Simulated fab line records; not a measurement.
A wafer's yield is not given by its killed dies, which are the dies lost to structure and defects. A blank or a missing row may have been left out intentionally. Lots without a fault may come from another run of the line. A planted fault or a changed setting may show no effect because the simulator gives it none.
2 desks looking at one fault || flow n5Finfet || each desk has only its own numbers; what lay behind them comes last

THE METROLOGY DESK
Means of the sampled wafers that have a number, per lot and without regard to the tool the lot ran on: this is what the gauges read. Marked OUT: a lot whose mean sits more than 4 standard deviations from the usual mean, which makes it out of limits; the brackets give that distance.
Columns: A = cdNm at N5_BEOL_M7_CD_MEAS_35, usual 40.0 nm
{"lot": "L191", "first seen here": "day 10 12:11", "A": 40.3}
{"lot": "L192", "first seen here": "day 10 15:58", "A": 40.0}
{"lot": "L193", "first seen here": "day 10 16:25", "A": 39.8}
{"lot": "L194", "first seen here": "day 11 01:09", "A": 39.3}
{"lot": "L200", "first seen here": "day 12 12:49", "A": 40.1}
{"lot": "L208", "first seen here": "day 14 05:11", "A": 40.5}
{"lot": "L209", "first seen here": "day 14 07:24", "A": 39.7}
{"lot": "L212", "first seen here": "day 15 09:21", "A": 39.9}
{"lot": "L210", "first seen here": "day 15 09:40", "A": 40.1}
{"lot": "L214", "first seen here": "day 16 19:18", "A": 40.5}
{"lot": "L213", "first seen here": "day 16 19:42", "A": 40.0}
This desk found nothing out of limits on any of the 11 lots.

THE DEFECT DESK
Counts from the inspections along the route, per lot, as means over the sampled wafers that have a number. Marked OUT: a lot whose mean sits more than 4 standard deviations from the usual mean, which makes it out of limits; the brackets give that distance.
Columns: A = rawDefectCount at N5_BEOL_M7_INSPECT_58, usual 78; B = rawDefectCount at N5_BEOL_M8_INSPECT_13, usual 440
{"lot": "L191", "first seen here": "day 10 16:39", "A": 100, "B": 420}
{"lot": "L192", "first seen here": "day 10 19:52", "A": 92, "B": 420}
{"lot": "L193", "first seen here": "day 10 21:35", "A": 37, "B": 376}
{"lot": "L194", "first seen here": "day 11 05:23", "A": 100, "B": 436}
{"lot": "L200", "first seen here": "day 12 17:04", "A": "340 (+9.0) OUT", "B": 700}
{"lot": "L208", "first seen here": "day 14 07:51", "A": 58, "B": 452}
{"lot": "L209", "first seen here": "day 14 09:44", "A": 86, "B": 401}
{"lot": "L212", "first seen here": "day 15 11:59", "A": 78, "B": 373}
{"lot": "L210", "first seen here": "day 15 12:16", "A": 74, "B": 409}
{"lot": "L214", "first seen here": "day 16 22:44", "A": 75, "B": 445}
{"lot": "L213", "first seen here": "day 16 23:11", "A": 60, "B": 388}
Finding of this desk: L200 out of limits; the first was L200 at day 12 17:04, on rawDefectCount at N5_BEOL_M7_INSPECT_58. L191, L192, L193, L194, L208, L209, L212, L210, L214, L213 stayed within limits.

BROUGHT TOGETHER
The defect desk could have raised an alarm at day 12 17:04, on L200.
Nothing out of limits was seen by the metrology desk.
The metrology desk holds a record of L200, inside its limits.
The lots listed all ran N5_BEOL_M7_PRE_CLEAN_55 on pecvd-02.

WHAT HAD BEEN PUT IN BY THE SIMULATOR
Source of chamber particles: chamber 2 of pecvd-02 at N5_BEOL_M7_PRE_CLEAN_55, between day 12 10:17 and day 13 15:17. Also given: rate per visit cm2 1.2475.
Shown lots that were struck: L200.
Hours from the fault's start to each desk's first reading out of limits: the defect desk, 7.
